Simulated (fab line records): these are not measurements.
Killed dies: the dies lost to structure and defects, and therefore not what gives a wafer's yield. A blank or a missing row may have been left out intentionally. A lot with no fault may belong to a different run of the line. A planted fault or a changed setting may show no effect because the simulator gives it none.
Matching of chambers ; flow nandHarc ; 4 sister chambers for NHARC_P_GATE_DESCUM_31 on rieDiel-08
The step chemistry O2, time 3 s. 20 wafers are shown with their chamber, then 10 later ones without.

EACH WAFER AND ITS CHAMBER
wafer;chamber;showerheadPlenumPTorr (Torr);drypumpMotorCurrentA (A);oesProductAu (a.u.)
L083.1;2;1.79;5.8;1.010
L083.3;1;2.03;6.4;1.006
L083.4;0;1.91;5.7;0.998
L084.1;1;2.03;6.5;1.013
L084.2;2;1.79;5.8;0.997
L084.3;0;1.91;5.8;0.993
L086.1;3;1.92;5.5;1.007
L086.2;1;2.03;6.5;1.011
L086.5;2;1.79;5.8;1.009
L086.3;2;1.79;5.8;1.013
L086.4;0;1.90;5.7;0.992
L086.6;1;2.03;6.5;1.008
L090.1;2;1.79;5.8;1.000
L090.3;3;1.92;5.6;1.000
L090.4;1;2.03;6.5;1.001
L091.2;3;1.92;5.6;0.995
L091.3;2;1.79;5.8;1.004
L091.4;0;1.90;5.7;0.985
L093.2;0;1.90;5.7;1.002
L093.4;1;2.02;6.5;1.002

SIGNATURES (means of the wafers above)
reading;chamber 0;chamber 1;chamber 2;chamber 3;scatter within a chamber
showerheadPlenumPTorr;1.9040;2.0283;1.7900;1.9200;0.00356
drypumpMotorCurrentA;5.720;6.483;5.800;5.567;0.0379
oesProductAu;0.99400;1.00683;1.00550;1.00067;0.00585
Rule: a wafer lies at a distance from a chamber equal to the root of the sum of squares, over the readings, of (its reading less the chamber's mean, divided by the reading's scatter). The wafer belongs to the nearest chamber; if the next one is less than 2 further off, it can't be placed. The scatter: take each reading less its chamber's mean, square it, sum over the shown wafers, divide by the number of wafers less the number of chambers, and take the root.

WAFERS WITH NO CHAMBER GIVEN
wafer;showerheadPlenumPTorr (Torr);drypumpMotorCurrentA (A);oesProductAu (a.u.)
L093.5;2.02;6.5;1.012
L092.3;1.90;5.7;0.994
L092.4;1.79;5.8;1.005
L092.5;1.90;5.8;1.002
L095.3;1.79;5.8;0.997
L095.4;1.92;5.6;0.998
L095.5;1.92;5.5;1.007
L097.3;1.92;5.5;1.006
L097.5;2.02;6.5;1.015
L097.6;1.79;5.8;0.994

WHICH CHAMBER EACH WENT THROUGH
wafer;from the rows above;in truth
L093.5;1;1
L092.3;0;0
L092.4;2;2
L092.5;0;0
L095.3;2;2
L095.4;3;3
L095.5;3;3
L097.3;3;3
L097.5;1;1
L097.6;2;2
Correct placement for 10 of the 10. Number that these rows cannot place: 0. Wrongly placed: 0.
